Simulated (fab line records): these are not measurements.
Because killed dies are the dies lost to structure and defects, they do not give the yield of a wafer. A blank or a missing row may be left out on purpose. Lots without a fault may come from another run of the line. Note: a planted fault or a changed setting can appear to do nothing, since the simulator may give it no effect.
A struck lot beside a sound one ; flow n5_finfet ; 15 steps out of a route of 1938
Sound: these wafers, L140.1, L140.2, L140.4. Struck: wafers L149.1, L149.5, L149.6. The cause is given at the end.
Each step with rows lists, per side, the tool, then ch with its chambers, then its first start. Under that, the readings that differ: sound wafers ; struck wafers ; difference of the means ; sigmas: that difference in standard deviations of wafers without a fault.
alike: same words and numbers on both sides, and readings whose means sit less than 2 such deviations apart. not compared: any withheld reading, any reading some wafer has no value for, any bound like >300 that may hide the same value, and any number with overlapping values for which the record gives no deviation.
Wherever a step has rows on one side only, a row that says differs or no value, or a row with sigmas, the two part there. Numbers that don't overlap but have no deviation are shown without sigmas and don't part them. A reading that every wafer of one side lacks parts them only if that side has two wafers or more.

first, 3 steps without rows for these wafers: N5_HKMG_FIN_ETCH_86 (etches SOC in N2/H2, stops on TiN, target depth 393.2 nm); N5_HKMG_FIN_STRIP_89 (strips SOC in N2/H2, time 20 s); N5_HKMG_FIN_WET_ETCH_87 (etches TiN in SC1, time 154.2 s, target depth 4.7 nm, rinse time 30 s).
N5_HKMG_FIN_STRIP_88: strips in N2/H2, time 360 s.
  sound on plasma_asher-02 ch 0,1, day 4 17:20; struck on plasma_asher-02 ch 0,1, day 6 22:34
  alike: drypump_motor_current_A, h2_flow_sccm, heater_power_w
  not compared: rf_hours_counter_h
then, 1 step without rows for these wafers: N5_HKMG_FIN_NWFM_ALD_20 (deposits TiAlC, target thk 2 nm, pulse time 3 s, purge time 2 s).
N5_HKMG_FIN_ALD_71: deposits TiN, target thk 1 nm, pulse time 1 s, purge time 3 s.
  sound on ald_metal-03 ch 1,2,3, day 4 17:49; struck on ald_metal-04 ch 0,1,3, day 6 23:04
  alike: ald_cycles, chamber_pressure_Torr, heater_power_w, precursor_pulse_height_rel
then, 1 step without rows for these wafers: N5_HKMG_FIN_COAT_66 (time 60 s, resist thk 300 nm).
N5_HKMG_FIN_ETCH_67: etches SOC in N2/H2, stops on TiN, target depth 388.9 nm.
  sound on rie_diel-01 ch 0,2,3, day 4 18:10; struck on rie_diel-02 ch 0,3, day 6 23:25
  alike: drypump_motor_current_A, h2_flow_sccm, oes_product_au, rf_vpp_V, showerhead_plenum_p_Torr, throttle_valve_pct
  not compared: rf_hours_counter_h
then, 2 steps without rows for these wafers: N5_HKMG_FIN_STRIP_90 (strips SOC in N2/H2, time 20 s); N5_HKMG_FIN_WET_ETCH_73 (etches the open film in SC1, time 42.3 s, target depth 1.3 nm, rinse time 30 s).
N5_HKMG_FIN_ETCHBACK_68: etches the open film in Cl2/Ar, stops on HfO2, target depth 0.5 nm.
  sound on rie_metal-01 ch 0,1, day 4 18:23; struck on rie_metal-01 ch 0,1, day 6 23:38
  alike: drypump_motor_current_A, oes_product_au, throttle_valve_pct
  not compared: rf_hours_counter_h
then, 1 step without rows for these wafers: N5_HKMG_FIN_STRIP_69 (strips in N2/H2, time 360 s).
N5_HKMG_FIN_ALD_21: deposits TiN, target thk 1.5 nm, pulse time 1 s, purge time 3 s.
  sound on ald_metal-04 ch 0,1,3, day 4 18:54; struck on ald_metal-04 ch 0,1,2, day 7 00:10
reading;sound;struck;difference;sigmas
ald_cycles;68 68 68;88 88 88;+20;
model.TiN_of_HKMG_FIN_ALD_21.thk_nm (nm);1.4 1.4 1.6;2 2 2;+1;
  alike: chamber_pressure_Torr, heater_power_w, precursor_pulse_height_rel
N5_HKMG_FIN_ALD_72: deposits W, target thk 2 nm, pulse time 1 s, purge time 2 s.
  sound on cvd_w-02 ch 0,1, day 4 19:16; struck on cvd_w-01 ch 0,1, day 7 00:31
  alike: ald_cycles, chamber_pressure_Torr, heater_power_w, precursor_pulse_height_rel
-- record jumps: 4 days separate the struck wafers' starts on either side; left off in module HKMG_FIN, taken up again in module BEOL_M4, whose first shown step is the route's number 1111 --
N5_BEOL_M4_RC_MEAS_101:
  sound on prober-02 ch 0, day 8 20:29; struck on prober-01 ch 0, day 11 02:36
reading;sound;struck;difference;sigmas
DIBL_N (mV/V);37.3 32.4 35.2;38.7 40.5 41.2;+5.2;+3
  alike: DIBL_P, IOFF_N, IOFF_P, ION_N, ION_P, SS_N, SS_P, VT_N, VT_P

== WHERE THEY PART ==
Only at N5_BEOL_M4_RC_MEAS_101, within this record.

WHY: what had been put in by the simulator
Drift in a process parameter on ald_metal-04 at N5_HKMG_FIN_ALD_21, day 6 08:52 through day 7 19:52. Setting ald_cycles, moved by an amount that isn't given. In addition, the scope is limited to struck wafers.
